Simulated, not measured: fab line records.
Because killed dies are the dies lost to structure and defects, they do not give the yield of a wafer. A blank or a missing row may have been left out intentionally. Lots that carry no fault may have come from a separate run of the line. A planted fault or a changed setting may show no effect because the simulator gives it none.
fab line records | flow n5_finfet
[record] lots = 9 wafers = 27 last_day = 17
route steps=1938 shown SD_EPI_P@312 SD_ACTIVATION@330 ILD0@344 SDB@365 BEOL_M4@1111
lots that met no fault: taken from a fault-free run of the same line
start_h: the number of hours between the record's first day and the start of the first shown wafer of the lot | wait_h: how many hours have passed since the lot's step before this one | " the same as in the row above | L1.1+2: a single row standing in for several wafers | - no value present, or no start provided | * or withheld: withheld | < > ~ a bound
route shown NAME@n: names a module that has steps shown in the file, with the first one's number in the route | usual: the fault-free wafers' mean and standard deviation | same: alike in all rows | chamber/n: place in a boat | sites: the reading at each site | _std_site: the values' standard deviation | _edge_site: the outer-site mean with the inner-site mean subtracted | radius_mm: how far each site lies from the wafer's centre | mask NAME#n: copy n | behind: the most recent tool/chamber to have shaped the wafer | hold: what put the lot on hold/how long, in hours/how the hold closed | device: names the non-switching transistor (n, p or np) | end of line: the same wafers' tests at the end of the route | a step without rows: its recipe alone | killed: the dies lost at the first sort to structure and to defects; this is not the yield of the wafer | map: a wafer's dies, marking killed ones x, the rest . and places with no die _
set.NAME: setting as actually run; set.NAME@STEP: the setting as run at that earlier step | model.NAME: the simulator's own value behind a step, which no gauge read
a sample of lots followed through the steps of the route, with each step as a table and each wafer as a row
services: a tool's chamber out of use, with start hour (start_h, from the record's first day; less than 0 if before it), hours out, and reason
[[steps]]
[step N5_SD_EPI_P_ETCH_16]
[recipe] chemistry = CHF3/O2 target = SiO2 target_depth_a = 50 mask_material = SOC pressure_mtorr = 30 source_w = 650 bias_w = 170 Ar_flow_sccm = 200 CHF3_flow_sccm = 50 O2_flow_sccm = 5 ion_energy_ev = 200
[usual] CHF3_flow_sccm = 49.99/0.14 bias_w = 170.0/0.55 drypump_motor_current_A = 5.5/0.45 oes_product_au = 0.77/0.088 rf_vpp_V = 520/9.2 showerhead_plenum_p_Torr = 2.43/0.079 throttle_valve_pct = 18.90/0.13
// columns lot.wafer tool chamber start_h wait_h CHF3_flow_sccm bias_w drypump_motor_current_A oes_product_au rf_hours_counter_h rf_vpp_V showerhead_plenum_p_Torr throttle_valve_pct
L153.1 rie_diel-04 0 66.56 0.1 50.06 169.7 5.4 0.69 243 525 2.38 19.03
L153.4 " 1 " " 50.01 170.4 5.1 0.71 211 523 2.48 18.86
L153.6 " 2 " " 49.93 170.1 4.7 0.67 - 515 2.29 19.07
L155.1 rie_diel-04 0 80.66 0.1 49.94 170.6 5.4 0.68 247 525 2.37 19.04
L155.2 " 1 " " 49.86 169.2 5.1 0.71 215 524 2.48 18.86
L155.5 " 0 " " 49.87 170.2 5.4 0.70 - 524 2.37 19.03
L159.1 rie_diel-01 3 102.48 0.1 50.21 169.6 5.7 0.73 172 509 2.50 18.84
L159.2 " 0 " " 49.69 169.8 5.3 0.88 53 527 2.55 18.83
L159.5 " 0 " " 49.83 169.7 5.3 0.88 - 527 2.55 18.84
L161.1 rie_diel-02 0 117.33 0.1 49.96 170.4 6.5 0.69 229 505 2.48 18.76
L161.2 " 3 " " 50.00 171.0 4.9 0.91 21 517 2.37 18.89
L161.3 " 2 " " 50.11 170.5 5.1 0.71 184 536 2.41 18.80
L162.1 rie_diel-02 2 122.43 0.1 50.13 170.2 5.1 0.73 186 535 2.41 18.80
L162.2 " 1 " " 49.98 170.3 5.6 0.77 138 518 2.52 19.07
L162.3 " 0 " " 49.79 171.1 6.5 0.70 230 504 2.48 18.76
L169.1 rie_diel-01 2 165.13 0.1 50.12 171.1 5.4 0.71 175 515 2.41 19.06
L169.2 " 3 " " 49.52 169.9 5.7 0.71 189 508 2.49 18.89
L169.4 " 2 " " 50.22 169.6 5.4 0.73 - 514 2.41 19.08
L172.1 rie_diel-01 1 180.65 0.1 49.96 170.0 6.0 1.02 3 532 2.38 18.39
L172.2 " 3 " " 49.88 169.9 5.7 0.72 194 509 2.49 18.89
L172.6 " 3 " " 50.11 170.6 5.7 0.71 - 508 2.49 18.89
L173.1 rie_diel-02 3 188.30 0.1 49.99 170.6 5.0 0.87 43 518 2.36 18.94
L173.2 " 1 " " 50.10 170.2 5.6 0.75 161 519 2.51 19.11
L173.5 " 3 " " 49.73 169.8 5.0 0.87 - 518 2.36 18.92
L174.1 rie_diel-04 3 192.59 0.1 49.95 170.4 5.9 0.69 218 521 2.27 19.16
L174.2 " 2 " " 50.01 169.9 4.7 0.91 27 523 2.57 18.74
L174.5 " 2 " " 49.89 170.0 4.7 0.90 - 524 2.57 18.76
[step N5_SD_ACTIVATION_RTA_00]
[recipe] temp_c = 975 time_s = 0 ambient = N2 idle_temp_c = 600 ramp_up_c_per_s = 150 ramp_down_c_per_s = 60 cool_to_c = 600
[usual] lamp_power_pct = 8.96/0.058 wafer_temp_C_max = 974.7/1.9
// columns lot.wafer tool chamber start_h wait_h lamp_power_pct wafer_temp_C_max
L153.1 rtp_anneal-01 0 69.82 0.0 8.99 974.9
L153.4 " 0 " " 8.94 976.6
L153.6 " 0 " " 8.92 974.5
L155.1 rtp_anneal-01 0 84.01 0.2 8.95 974.4
L155.2 " 0 " " 9.04 973.2
L155.5 " 0 " " 8.95 974.1
L159.1 rtp_anneal-02 0 107.56 0.0 8.89 971.8
L159.2 " 0 " " 8.88 973.7
L159.5 " 0 " " 9.01 972.9
L161.1 rtp_anneal-01 0 120.57 0.0 8.89 979.0
L161.2 " 0 " " 8.93 976.2
L161.3 " 0 " " 8.87 974.6
L162.1 rtp_anneal-01 0 125.79 0.1 8.93 976.8
L162.2 " 0 " " 9.07 972.7
L162.3 " 0 " " 9.02 976.1
L169.1 rtp_anneal-02 0 168.32 0.1 8.95 974.4
L169.2 " 0 " " 8.94 977.5
L169.4 " 0 " " 8.98 973.7
L172.1 rtp_anneal-01 0 184.77 0.2 8.92 975.6
L172.2 " 0 " " 9.01 975.6
L172.6 " 0 " " 8.86 973.5
L173.1 rtp_anneal-01 0 191.43 0.0 9.00 976.8
L173.2 " 0 " " 9.04 972.9
L173.5 " 0 " " 8.96 974.0
L174.1 rtp_anneal-01 0 195.74 0.0 8.96 975.7
L174.2 " 0 " " 8.97 973.9
L174.5 " 0 " " 9.02 972.0
[step N5_ILD0_CMP_12]
[recipe] stop_on = poly-Si material = SiNx t_overpolish_s = 6 post_cmp_clean = alkaline_brush down_force_psi = 2.5 platen_rpm = 51.8 pad_velocity_m_s = 1.0307 target_thk_nm = 17.67
[usual] head_pressure_psi = 2.500/0.0055 motor_current_A = 9.1/0.88 overpolish_run_s = 5.999/0.0098 slurry_filter_dp_kPa = 13.51/0.14 time_to_endpoint_s = 28.4/2.4
// columns lot.wafer tool chamber start_h wait_h head_pressure_psi motor_current_A overpolish_run_s slurry_filter_dp_kPa time_to_endpoint_s
L153.1 cmp-02 0 77.08 1.2 2.498 10.0 6.003 13.16 29.4
L153.4 " 1 " " 2.497 9.8 5.986 13.63 33.4
L153.6 " 2 " " 2.497 8.4 5.999 13.43 34.3
L155.1 cmp-02 2 90.78 1.1 2.503 8.9 6.008 13.51 30.4
L155.2 " 3 " " 2.499 8.4 5.991 13.50 31.8
L155.5 " 2 " " 2.505 8.7 6.004 13.67 30.6
L159.1 cmp-02 2 114.44 1.2 2.498 8.8 6.017 13.36 28.6
L159.2 " 0 " " 2.502 9.9 6.013 13.50 25.4
L159.5 " 1 " " 2.492 9.2 6.006 13.59 30.6
L161.2 cmp-02 1 127.25 1.1 2.487 9.5 6.005 13.26 30.7
L161.3 " 2 " " 2.503 8.3 6.001 13.44 27.4
L161.1 " 3 " " 2.498 8.5 5.983 13.62 26.3
L162.2 cmp-04 3 133.69 2.2 2.502 10.5 6.008 13.45 30.0
L162.1 " 0 " " 2.498 9.3 5.999 13.59 26.7
L162.3 " 1 " " 2.504 8.7 5.997 13.60 27.6
L169.4 cmp-04 0 174.98 1.1 2.496 9.5 6.012 13.71 24.8
L169.2 " 2 " " 2.506 7.9 6.002 13.72 27.1
L169.1 " 3 " " 2.491 10.4 5.999 13.56 25.1
L172.1 cmp-02 2 191.46 1.1 2.168 7.9 6.006 13.58 32.9
L172.2 " 1 " " 2.174 8.3 6.002 13.61 35.8
L172.6 " 2 " " 2.174 8.0 6.002 13.48 31.6
L173.2 cmp-02 2 198.15 1.2 2.165 7.6 6.001 13.34 32.9
L173.1 " 3 " " 2.185 7.9 6.000 13.67 32.7
L173.5 " 2 " " 2.169 8.2 5.987 13.41 34.1
L174.2 cmp-01 3 202.48 1.2 2.499 11.1 6.005 13.62 30.1
L174.1 " 0 " " 2.482 9.0 5.994 13.61 28.6
L174.5 " 1 " " 2.502 8.2 5.989 13.67 30.2
[step N5_SDB_STRIP_22]
[recipe] chemistry = N2/H2 power_w = 1000 temp_c = 250 h2_frac = 0.65 overash_fraction = 0.3 pressure_mtorr = withheld n2_flow_sccm = 1750 h2_flow_sccm = 3250
[usual] drypump_motor_current_A = 5.39/0.19 heater_power_w = 348/31 oes_product_au = 0.715/0.0045 strip_time_to_endpoint_s = 96.1/0.45
// columns lot.wafer tool chamber start_h wait_h drypump_motor_current_A heater_power_w oes_product_au rf_hours_counter_h strip_time_to_endpoint_s
L153.1 plasma_asher-02 0 78.13 0.1 5.53 373 0.713 87 96.5
L153.4 " 0 " " 5.53 371 0.707 - 95.9
L153.6 " 1 " " 5.32 300 0.717 - 96.4
L155.1 plasma_asher-01 0 92.00 0.1 5.16 320 0.715 40 96.5
L155.2 " 1 " " 5.58 368 0.717 40 95.6
L155.5 " 1 " " 5.58 376 0.715 - 95.7
L159.1 plasma_asher-01 0 116.24 0.1 5.14 327 0.715 44 96.2
L159.2 " 1 " " 5.60 372 0.717 44 96.2
L159.5 " 1 " " 5.57 380 0.718 - 96.3
L161.1 plasma_asher-01 0 128.33 0.1 5.17 331 0.721 47 96.5
L161.2 " 1 " " 5.59 379 0.714 47 95.9
L161.3 " 1 " " 5.58 370 0.718 - 96.2
L162.1 plasma_asher-01 0 135.45 0.1 5.20 321 0.711 48 96.2
L162.2 " 1 " " 5.58 378 0.707 48 96.6
L162.3 " 1 " " 5.60 385 0.712 - 96.2
L169.1 plasma_asher-01 0 176.07 0.1 5.18 325 0.720 58 96.0
L169.2 " 1 " " 5.57 384 0.718 58 96.2
L169.4 " 0 " " 5.17 327 0.709 - 95.8
L172.1 plasma_asher-01 0 192.55 0.1 5.20 329 0.726 61 96.9
L172.2 " 1 " " 5.56 379 0.711 61 96.7
L172.6 " 0 " " 5.19 324 0.710 - 96.7
L173.1 plasma_asher-01 0 199.43 0.1 5.17 325 0.708 63 95.7
L173.2 " 1 " " 5.58 379 0.712 63 96.2
L173.5 " 1 " " 5.58 377 0.713 - 96.1
L174.1 plasma_asher-01 1 203.67 0.2 5.60 378 0.707 65 96.1
L174.2 " 0 " " 5.18 322 0.713 65 96.3
L174.5 " 0 " " 5.19 328 0.711 - 96.1
[step N5_BEOL_M4_RC_MEAS_101]
[usual] DIBL_N = 35.8/1.8 DIBL_P = 35.6/2 IOFF_N = 0.148/0.028 IOFF_P = 0.20/0.034 ION_N = 672/12 ION_P = 462/8.5 SS_N = 71.2/0.65 SS_P = 73.1/0.67 VT_N = 251/3.3 VT_P = -251/3.8
// columns lot.wafer tool chamber start_h wait_h DIBL_N[mV/V] DIBL_P[mV/V] IOFF_N[nA/um] IOFF_P[nA/um] ION_N[uA/um] ION_P[uA/um] SS_N[mV/dec] SS_P[mV/dec] VT_N[mV] VT_P[mV]
L153.1 prober-01 0 168.26 0.0 35.3 35.9 0.161 0.22 685 471 71.8 73.3 252 -248
L153.4 " 0 " " 34.6 34.8 0.154 0.20 675 462 71.3 73.1 250 -248
L153.6 " 0 " " 35.5 35.3 0.159 0.22 682 471 72.4 72.5 252 -248
L155.1 prober-01 0 199.23 0.0 36.3 37.7 0.161 0.19 686 464 71.5 72.9 250 -256
L155.2 " 0 " " 35.4 38.2 0.152 0.20 674 463 71.5 72.6 252 -254
L155.5 " 0 " " 36.7 37.9 0.165 0.19 671 461 71.0 73.1 250 -256
L159.1 prober-01 0 204.22 0.0 33.9 31.6 0.107 0.17 652 459 70.5 72.6 255 -251
L159.2 " 0 " " 36.2 35.5 0.157 0.23 682 474 71.4 73.2 250 -246
L159.5 " 0 " " 36.4 35.4 0.153 0.22 667 462 71.6 73.1 250 -247
L161.1 prober-01 0 221.50 0.0 38.0 37.4 0.178 0.21 676 456 71.5 73.8 252 -254
L161.2 " 0 " " 34.9 34.3 0.117 0.17 656 454 71.0 73.0 255 -252
L161.3 " 0 " " 33.6 32.3 0.105 0.14 661 450 69.8 72.1 255 -256
L162.1 prober-01 0 231.54 0.0 35.1 34.7 0.135 0.18 666 458 71.8 71.9 252 -251
L162.2 " 0 " " 35.3 35.3 0.146 0.18 673 456 71.5 72.5 249 -251
L162.3 " 0 " " 34.7 34.5 0.150 0.18 697 468 70.6 72.7 248 -251
L169.1 prober-01 0 267.31 0.0 38.5 39.8 0.191 0.25 679 463 72.1 73.7 248 -248
L169.2 " 0 " " 35.8 34.5 0.137 0.17 663 454 71.6 73.0 252 -252
L169.4 " 0 " " 35.6 36.1 0.146 0.18 683 466 71.5 73.1 251 -255
L172.1 prober-01 0 290.31 0.0 38.6 41.2 0.200 0.27 678 464 72.5 74.2 245 -247
L172.2 " 0 " " 37.8 39.5 0.181 0.24 684 462 71.2 73.9 247 -249
L172.6 " 0 " " 38.0 39.9 0.183 0.25 682 472 72.0 74.1 250 -247
L173.1 prober-02 0 306.87 0.0 35.8 35.0 0.147 0.19 677 463 71.3 72.4 250 -248
L173.2 " 0 " " 38.4 37.4 0.197 0.24 691 478 71.6 72.5 246 -247
L173.5 " 0 " " 35.3 33.1 0.138 0.18 682 464 71.0 71.9 254 -250
L174.1 prober-02 0 310.71 0.0 34.5 34.1 0.145 0.19 673 471 70.7 72.4 249 -249
L174.2 " 0 " " 35.1 35.6 0.163 0.21 687 470 70.5 72.9 246 -247
L174.5 " 0 " " 35.3 35.2 0.164 0.21 692 469 70.9 72.9 247 -247
[[services]]
// columns tool chamber start_h hours kind
rie_diel-04 - 44.68 15.6 pm
cmp-04 - 47.95 0.6 repair
rie_diel-01 0 51.11 3.1 repair
rie_diel-02 2 57.22 10.9 repair
rtp_anneal-02 - 61.30 4.6 pm
cmp-02 - 61.79 6.2 pm
rie_diel-02 - 84.23 0.9 repair
plasma_asher-02 - 85.76 3.6 repair
rie_diel-02 2 87.37 1.3 repair
rie_diel-02 1 89.59 5.3 repair
cmp-01 - 90.69 0.4 repair
rie_diel-01 1 91.99 3.6 repair
rie_diel-02 2 94.72 4.8 repair
cmp-04 - 103.78 12.7 repair
rtp_anneal-02 - 106.03 1.2 pm
cmp-02 - 116.60 4.0 pm
cmp-02 - 136.64 2.2 repair
cmp-04 - 146.70 6.9 pm
cmp-01 - 153.65 4.2 pm
cmp-01 - 157.95 2.1 repair
rie_diel-01 1 187.31 5.4 repair
cmp-01 - 189.59 0.3 repair
cmp-01 - 193.67 4.0 pm
plasma_asher-02 - 195.77 10.0 pm
[[key]]
[first_sign] step = N5_ILD0_CMP_12 reading = head_pressure_psi direction = down sigmas = 60 usual = 2.500 struck = 2.172
[effect] step = N5_ILD0_CMP_12 reading = time_to_endpoint_s direction = up sigmas = 2 usual = * struck = *
met_at N5_ILD0_CMP_12
struck_lots L172,L173
not_acting_at N5_SD_EPI_P_ETCH_16,N5_SD_ACTIVATION_RTA_00,N5_SDB_STRIP_22
onset_between 127.25 191.46
[fault] kind = process_parameter_drift tool = cmp-02 chamber = - onset_h = 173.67 steps = N5_ILD0_CMP_12 channel = down_force_psi offset = -0.32871 shape = step end_h = 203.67 acts_in = these_recipes_only stated = 2.5
